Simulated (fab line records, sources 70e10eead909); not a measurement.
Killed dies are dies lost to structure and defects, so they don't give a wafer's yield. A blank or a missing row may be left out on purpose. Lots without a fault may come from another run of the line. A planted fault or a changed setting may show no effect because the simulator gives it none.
fab line records | flow nand_harc
record lots=11 wafers=33 last_day=35
route steps=1302 shown A_CHANNEL_HOLE_D1@483 A_DECK1_JOINT@526
lots that met no fault: from a run of the same line without faults
start_h: hours from the record's first day to the start of the lot's first wafer shown | wait_h: hours since the lot's step before | " the same as in the row above | L1.1+2: a row that stands for several wafers | - no value, or no start given | * or withheld: withheld | < > ~ a bound
route shown NAME@n: a module of which the file shows steps, and the number in the route of the first | usual: mean/standard deviation of fault-free wafers | same: alike in all rows | chamber/n: place in a boat | sites: the reading at each site | _std_site: their standard deviation | _edge_site: outer sites' mean less inner sites' | radius_mm: how far each site lies from the wafer's centre | mask NAME#n: copy n | behind: the tool/chamber that last shaped the wafer | hold: why the lot was held/for how many hours/how that ended | device: the transistor (n, p or np) that didn't switch | end of line: the same wafers' tests at the end of the route | a step without rows: its recipe alone | killed: dies lost to structure and defects at the first sort, not the wafer's yield | map: a wafer's dies, x killed, . not, _ none there
set.NAME: the setting as run; set.NAME@STEP: as run at that earlier step | model.NAME: the simulator's own value behind a step, which no gauge read
steps of the route over a sample of lots; a table a step, a row a wafer
services: from which hour (start_h, from the record's first day; less than 0 if before it) a tool's chamber was out of use, for how many hours, and why
## steps
# step NHARC_A_CHANNEL_HOLE_D1_ETCH_44
# recipe target_depth_a=1400 overetch_a=140 time_s=77 ion_energy_ev=100 cf4_flow_sccm=80 o2_flow_sccm=20 ar_flow_sccm=0 rf_w=300 bias_w=100 chemistry=CF4/O2
# usual drypump_motor_current_A=5.7/0.6 o2_flow_sccm=20.00/0.06 oes_product_au=1.002/0.0062 rf_vpp_V=197.1/1.2 showerhead_plenum_p_Torr=1.30/0.043 throttle_valve_pct=13.397/0.0088
# columns lot.wafer tool chamber start_h wait_h drypump_motor_current_A o2_flow_sccm oes_product_au rf_hours_counter_h rf_vpp_V showerhead_plenum_p_Torr throttle_valve_pct
L660.2 rie_diel-12 0 185.73 0.1 5.9 20.13 1.000 8 197.3 1.30 13.406
L660.3 " 2 " " 5.2 20.15 0.996 8 196.4 1.28 13.388
L660.6 " 0 " " 6.0 20.06 1.001 - 198.2 1.30 13.390
L661.1 rie_diel-12 2 190.63 0.1 5.1 20.04 1.010 8 196.9 1.28 13.388
L661.4 " 3 " " 5.1 20.09 0.996 8 195.8 1.25 13.405
L661.5 " 3 " " 5.0 20.03 1.006 - 196.0 1.24 13.391
L663.3 rie_diel-12 2 217.95 0.1 5.2 20.04 1.011 10 197.6 1.28 13.403
L663.4 " 0 " " 6.0 19.88 0.999 11 196.0 1.30 13.411
L663.6 " 2 " " 5.2 20.03 0.997 - 196.5 1.28 13.392
L664.1 rie_diel-04 3 228.69 0.1 6.2 19.95 1.006 11 198.1 1.38 13.401
L664.4 " 1 " " 4.9 19.93 1.004 12 195.7 1.26 13.384
L664.6 " 3 " " 6.2 19.95 1.011 - 197.4 1.38 13.397
L665.2 rie_diel-12 3 229.07 0.1 5.1 20.01 1.010 11 195.7 1.24 13.404
L665.4 " 0 " " 6.0 20.06 1.004 12 195.9 1.30 13.384
L665.1 " 2 " " 5.2 19.99 1.012 11 196.5 1.28 13.388
L666.4 rie_diel-12 3 242.80 0.1 5.1 19.99 1.009 11 194.4 1.24 13.392
L666.6 " 0 " " 6.0 20.03 1.013 - 196.7 1.30 13.397
L666.5 " 1 " " 6.6 20.00 0.990 - 198.9 1.33 13.394
L668.2 rie_diel-10 0 263.29 0.1 6.3 19.95 0.996 7 199.1 1.35 13.409
L668.1 " 1 " " 5.2 20.12 1.006 5 197.9 1.30 13.402
L668.4 " 2 " " 5.9 19.99 0.999 4 197.4 1.26 13.390
L677.4 rie_diel-10 0 351.54 0.2 6.3 19.99 1.006 - 198.4 1.34 13.404
L677.3 " 1 " " 5.2 19.97 1.002 - 197.4 1.29 13.387
L677.6 " 0 " " 6.3 20.04 1.008 - 198.4 1.34 13.398
L678.1 rie_diel-12 1 360.10 0.1 6.6 19.92 0.998 6 198.2 1.32 13.408
L678.3 " 3 " " 5.1 20.02 0.997 7 196.8 1.24 13.398
L678.6 " 2 " " 5.2 19.99 1.011 - 196.5 1.28 13.392
L682.3 rie_diel-10 2 406.42 0.1 5.9 20.07 0.994 45 196.5 1.26 13.398
L682.1 " 3 " " 5.5 19.89 1.000 29 196.8 1.29 13.395
L682.2 " 1 " " 5.2 19.97 1.006 49 197.3 1.29 13.392
L683.3 rie_diel-04 0 426.23 0.1 4.6 20.06 1.008 22 199.8 1.43 13.398
L683.2 " 2 " " 5.8 20.03 1.001 17 195.6 1.30 13.422
L683.5 " 1 " " 4.9 19.96 0.999 - 195.9 1.25 13.395
# step NHARC_A_CHANNEL_HOLE_D1_STRIP_27
# recipe o2_flow_sccm=500 ar_flow_sccm=0 bias_w=0 chemistry=O2
# usual drypump_motor_current_A=5.7/0.59 o2_flow_sccm=500.0/1.6 oes_product_au=1.000/0.0066 rf_vpp_V=57.5/0.89 showerhead_plenum_p_Torr=3.44/0.11 throttle_valve_pct=17.036/0.0092
# columns lot.wafer tool chamber start_h wait_h drypump_motor_current_A o2_flow_sccm oes_product_au rf_hours_counter_h rf_vpp_V showerhead_plenum_p_Torr throttle_valve_pct
L660.2 rie_diel-12 1 - - 6.6 500.9 1.001 8 58.0 3.51 17.046
L660.3 " 3 " " 5.1 496.5 1.000 8 56.3 3.30 17.041
L660.6 " 1 " " 6.6 499.9 0.999 - 57.6 3.51 17.056
L661.1 rie_diel-12 1 - - 6.6 500.6 0.999 9 57.7 3.51 17.038
L661.4 " 2 " " 5.2 500.6 0.992 9 56.9 3.40 17.031
L661.5 " 1 " " 6.6 499.2 0.996 - 58.1 3.51 17.055
L663.3 rie_diel-12 0 - - 6.0 501.7 1.011 11 55.8 3.44 17.043
L663.4 " 3 " " 5.1 500.4 1.003 10 57.4 3.30 17.032
L663.6 " 0 " " 6.0 500.5 1.007 - 58.8 3.44 17.040
L664.4 rie_diel-04 2 - - 5.8 498.7 1.003 11 57.5 3.48 17.035
L664.1 " 3 " " 6.2 501.1 0.999 12 57.0 3.63 17.034
L664.6 " 1 " " 4.9 499.9 0.991 - 58.6 3.34 17.009
L665.4 rie_diel-12 3 - - 5.1 502.0 0.999 11 57.4 3.30 17.045
L665.2 " 0 " " 6.0 496.8 1.001 12 57.1 3.44 17.044
L665.1 " 1 " " 6.6 501.8 1.002 11 58.8 3.50 17.039
L666.4 rie_diel-12 3 - - 5.1 502.3 0.995 11 57.9 3.30 17.034
L666.6 " 2 " " 5.2 501.3 0.983 - 58.2 3.40 17.027
L666.5 " 3 " " 5.1 501.5 0.999 - 57.7 3.30 17.038
L668.1 rie_diel-10 3 - - 5.6 502.6 1.001 6 58.9 3.42 17.029
L668.4 " 0 " " 6.3 499.1 1.007 7 57.9 3.56 17.045
L668.2 " 1 " " 5.2 498.6 1.007 5 57.6 3.44 17.035
L677.4 rie_diel-10 0 351.90 0.3 6.3 496.6 0.999 - 58.8 3.54 17.030
L677.3 " 1 " " 5.2 499.7 1.005 - 58.3 3.42 17.040
L677.6 " 0 " " 6.3 499.0 1.010 - 57.2 3.54 17.029
L678.3 rie_diel-12 1 - - 6.6 499.6 1.004 6 56.8 3.50 17.028
L678.1 " 0 " " 6.0 500.0 0.994 7 57.3 3.44 17.035
L678.6 " 1 " " 6.6 499.3 1.004 - 57.4 3.50 17.036
L682.3 rie_diel-10 3 - - 5.6 499.9 1.004 29 57.2 3.40 17.047
L682.2 " 0 " " 6.3 500.7 1.013 49 59.8 3.53 17.031
L682.1 " 1 " " 5.2 498.6 1.006 49 57.1 3.41 17.035
L683.3 rie_diel-04 2 - - 5.8 499.6 0.991 17 57.4 3.45 17.046
L683.2 " 3 " " 6.2 497.8 0.995 22 59.1 3.60 17.031
L683.5 " 2 " " 5.8 501.1 0.998 - 57.3 3.45 17.019
# step NHARC_A_CHANNEL_HOLE_D1_INSPECT_40
# usual raw_defect_count=71/23
# columns lot.wafer tool chamber start_h wait_h raw_defect_count
L660.2 defect_inspect-01 - 186.71 - 94
L660.3 " - " " 76
L660.6 " - " " 92
L661.1 defect_inspect-02 - 191.62 - 113
L661.4 " - " " 126
L661.5 " - " " 92
L663.3 defect_inspect-02 - 218.93 - 65
L663.4 " - " " 45
L663.6 " - " " 41
L664.1 defect_inspect-02 - 229.66 - 45
L664.4 " - " " 45
L664.6 " - " " 38
L665.1 defect_inspect-01 - 230.08 - 90
L665.2 " - " " 101
L665.4 " - " " 84
L666.4 defect_inspect-01 - 243.77 - 35
L666.5 " - " " 50
L666.6 " - " " 36
L668.1 defect_inspect-02 - 264.28 - 92
L668.2 " - " " 97
L668.4 " - " " 103
L677.3 defect_inspect-02 - 352.88 - 82
L677.4 " - " " 74
L677.6 " - " " 83
L678.1 defect_inspect-02 - 361.08 - 88
L678.3 " - " " 65
L678.6 " - " " 47
L682.1 defect_inspect-01 - 407.40 - 45
L682.2 " - " " 55
L682.3 " - " " 42
L683.2 defect_inspect-02 - 427.21 - 91
L683.3 " - " " 75
L683.5 " - " " 62
# step NHARC_A_DECK1_JOINT_CVD_12
# recipe target_thk_a=900 temp_c=620 pressure_mtorr=200 time_s=1800 material=poly-Si
# usual pressure_mtorr=200.1/0.44 zone_power_top_pct=17.0/1.3
# columns lot.wafer tool chamber start_h wait_h pressure_mtorr zone_power_top_pct
L660.2 lpcvd_poly-04 0 244.07 2.6 200.5 18.1
L660.3 " 0 " " 200.3 18.2
L660.6 " 0 " " 200.1 18.2
L661.1 lpcvd_poly-04 0 244.07 2.5 200.5 17.7
L661.4 " 0 " " 199.9 18.3
L661.5 " 0 " " 200.3 17.9
L663.3 lpcvd_poly-01 0 272.87 2.4 199.2 18.5
L663.4 " 0 " " 199.7 18.2
L663.6 " 0 " " 200.2 18.5
L664.1 lpcvd_poly-02 0 285.13 2.6 200.5 15.6
L664.4 " 0 " " 200.3 15.8
L664.6 " 0 " " 200.8 15.6
L664.1 lpcvd_poly-02 0 287.94 0.4 200.4 15.7
L664.4 " 0 " " 200.1 15.5
L664.6 " 0 " " 200.5 15.7
L665.1 lpcvd_poly-02 0 285.13 2.5 200.1 15.7
L665.2 " 0 " " 199.8 15.7
L665.4 " 0 " " 199.9 15.7
L666.4 lpcvd_poly-02 0 300.47 2.6 199.9 15.6
L666.5 " 0 " " 199.8 15.5
L666.6 " 0 " " 199.4 15.5
L666.4 lpcvd_poly-02 0 303.27 0.4 200.3 16.0
L666.5 " 0 " " 199.6 15.5
L666.6 " 0 " " 200.1 15.9
L668.1 lpcvd_poly-02 0 320.53 2.6 200.3 15.7
L668.2 " 0 " " 200.3 15.6
L668.4 " 0 " " 200.1 15.6
L677.3 lpcvd_poly-02 0 414.06 2.6 199.7 15.7
L677.4 " 0 " " 199.1 15.6
L677.6 " 0 " " 199.5 15.8
L678.1 lpcvd_poly-01 0 421.35 2.4 200.5 18.4
L678.3 " 0 " " 200.5 18.3
L678.6 " 0 " " 200.9 18.5
L682.1 lpcvd_poly-01 0 462.82 2.4 200.8 18.6
L682.2 " 0 " " 200.5 18.5
L682.3 " 0 " " 201.0 18.4
L683.2 lpcvd_poly-01 0 482.88 2.4 199.8 18.5
L683.3 " 0 " " 199.8 18.7
L683.5 " 0 " " 200.7 18.5
# step NHARC_A_DECK1_JOINT_CMP_13
# recipe target_thk_nm=51.023
# usual motor_current_A=12.1/1.2 time_to_endpoint_s=8.5/2.1
# columns lot.wafer tool chamber start_h wait_h motor_current_A time_to_endpoint_s
L661.1 cmp-03 1 246.93 0.4 10.3 15.4
L661.4 " 2 " " 11.0 11.4
L661.5 " 2 " " 10.9 12.5
L660.3 cmp-01 2 246.95 0.4 13.2 6.9
L660.2 " 3 " " 12.5 6.7
L660.6 " 2 " " 13.5 7.3
L663.3 cmp-03 1 275.70 0.4 10.7 8.6
L663.4 " 0 " " 9.9 6.6
L663.6 " 1 " " 10.3 4.5
L665.2 cmp-03 1 287.95 0.4 10.3 5.6
L665.4 " 3 " " 12.0 5.9
L665.1 " 0 " " 10.1 6.9
L664.1 cmp-01 3 291.12 0.7 13.2 17.7
L664.4 " 1 " " 13.8 18.3
L664.6 " 3 " " 12.6 20.1
L666.4 cmp-03 1 306.41 0.7 10.5 15.9
L666.5 " 1 " " 9.5 14.7
L666.6 " 2 " " 10.5 16.5
L668.4 cmp-03 3 323.40 0.4 11.9 5.9
L668.2 " 1 " " 10.4 6.9
L668.1 " 2 " " 10.8 4.5
L677.3 cmp-01 0 416.92 0.4 13.5 10.2
L677.4 " 2 " " 12.8 9.6
L677.6 " 0 " " 13.8 10.5
L678.1 cmp-01 2 424.25 0.4 13.1 10.0
L678.3 " 3 " " 13.1 13.5
L678.6 " 3 " " 12.6 11.2
L682.1 cmp-03 2 465.70 0.4 10.8 6.8
L682.3 " 3 " " 11.8 8.8
L682.2 " 0 " " 10.7 5.7
L683.2 cmp-04 2 485.79 0.4 12.0 7.7
L683.3 " 3 " " 11.7 7.5
L683.5 " 3 " " 12.0 6.4
## services
# columns tool chamber start_h hours kind
cmp-03 - 195.45 1.1 repair
lpcvd_poly-02 - 207.06 26.0 pm
rie_diel-12 1 219.83 6.2 repair
cmp-03 - 219.95 4.0 pm
cmp-03 - 225.41 1.0 repair
rie_diel-12 2 231.31 7.1 repair
rie_diel-12 3 232.37 7.8 repair
rie_diel-12 1 237.71 3.6 repair
rie_diel-10 - 242.56 9.0 pm
rie_diel-12 - 268.40 9.0 pm
rie_diel-10 2 296.65 10.1 repair
cmp-03 - 317.95 4.0 pm
rie_diel-10 3 320.07 71.0 repair
rie_diel-12 1 333.23 5.4 repair
rie_diel-10 2 348.90 2.8 repair
lpcvd_poly-02 - 362.90 3.2 repair
rie_diel-10 0 379.77 7.1 repair
rie_diel-12 1 383.32 3.0 repair
cmp-03 - 397.17 1.9 repair
cmp-03 - 415.95 4.0 pm
rie_diel-10 - 419.56 9.0 pm
rie_diel-12 - 445.40 9.0 pm
cmp-03 - 464.15 0.2 repair
cmp-03 - 471.11 2.6 repair
## key
first_sign step=NHARC_A_DECK1_JOINT_CVD_12 reading=visit direction=added
effect step=NHARC_A_DECK1_JOINT_CMP_13 reading=time_to_endpoint_s direction=up sigmas=4.1 usual=* struck=*
met_at NHARC_A_DECK1_JOINT_CVD_12
struck_lots L664,L666
tester_left_out L664,L666
not_acting_at NHARC_A_CHANNEL_HOLE_D1_ETCH_44,NHARC_A_CHANNEL_HOLE_D1_STRIP_27,NHARC_A_CHANNEL_HOLE_D1_INSPECT_40
fault kind=repeated_step_whole tool=lpcvd_poly-01,lpcvd_poly-02,lpcvd_poly-04 chamber=- onset_h=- steps=NHARC_A_DECK1_JOINT_CVD_12 times=1 scope=struck_lots_only
# tester_left_out: of these lots the tester's yield and bins aren't shown, on N5 and GAA mostly nor the transistor test; their killed dies are dies lost to structure and defects alone, not to doping, threshold or leakage, so they don't give the yield
